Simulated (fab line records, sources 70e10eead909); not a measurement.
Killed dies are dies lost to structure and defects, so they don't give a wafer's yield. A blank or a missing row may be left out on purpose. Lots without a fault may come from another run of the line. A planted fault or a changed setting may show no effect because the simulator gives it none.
Chamber matching | flow nand_harc | NHARC_A_CONTACT_ALD_18 on ald_metal-02: 4 sister chambers
The step deposits TiN, target thk 3 nm, pulse time 1 s, ald cycles 150. 16 wafers are shown with their chamber, then 8 later ones without.

WAFERS WITH THEIR CHAMBER
wafer  | chamber | heater_power_w (W) | precursor_pulse_height_rel
L076.1 | 0       | 918                | 0.997
L076.3 | 1       | 1125               | 1.013
L076.5 | 0       | 934                | 0.992
L077.3 | 2       | 1131               | 0.978
L077.5 | 2       | 1116               | 0.977
L077.6 | 3       | 1048               | 1.016
L077.1 | 1       | 1112               | 1.003
L077.2 | 3       | 1075               | 1.037
L077.4 | 0       | 926                | 1.015
L082.2 | 0       | 909                | 0.956
L082.3 | 1       | 1130               | 1.002
L082.4 | 2       | 1120               | 1.011
L087.1 | 1       | 1055               | 0.994
L087.2 | 2       | 1159               | 0.981
L087.5 | 3       | 1077               | 0.994
L095.2 | 2       | 1195               | 0.997

SIGNATURES (means of the wafers above)
reading                    | chamber 0 | chamber 1 | chamber 2 | chamber 3 | scatter within a chamber
heater_power_w             | 921.75    | 1105.50   | 1144.20   | 1066.67   | 27.1
precursor_pulse_height_rel | 0.99000   | 1.00300   | 0.98880   | 1.01567   | 0.0178
Rule: a wafer's distance from a chamber is the root of the sum, over the readings, of the square of ((its reading less the chamber's mean) divided by the reading's scatter). The wafer belongs to the nearest chamber; if the next one is less than 2 further off, it can't be placed. The scatter: the root of (the sum of the squares of (reading less its chamber's mean) over the shown wafers, divided by (wafers less chambers)).

WAFERS WITHOUT THEIR CHAMBER
wafer  | heater_power_w (W) | precursor_pulse_height_rel
L095.3 | 960                | 0.988
L095.6 | 1114               | 1.005
L096.1 | 957                | 1.033
L096.3 | 1181               | 1.016
L096.4 | 1110               | 0.978
L096.2 | 1087               | 0.983
L096.5 | 1090               | 0.958
L096.6 | 964                | 1.013

WHICH CHAMBER EACH WENT THROUGH
wafer  | from the rows above          | in truth
L095.3 | 0                            | 0
L095.6 | can't be placed: 1 or 2 or 3 | 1
L096.1 | can't be placed: 0 or 3      | 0
L096.3 | can't be placed: 2 or 1      | 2
L096.4 | can't be placed: 2 or 1 or 3 | 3
L096.2 | can't be placed: 1 or 3 or 2 | 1
L096.5 | can't be placed: 1 or 2 or 3 | 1
L096.6 | can't be placed: 0 or 3      | 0
Placed correctly: 1 of 8. Can't be placed from these rows: 7 (the true chamber is among the candidates in 7). Placed wrongly: 0.
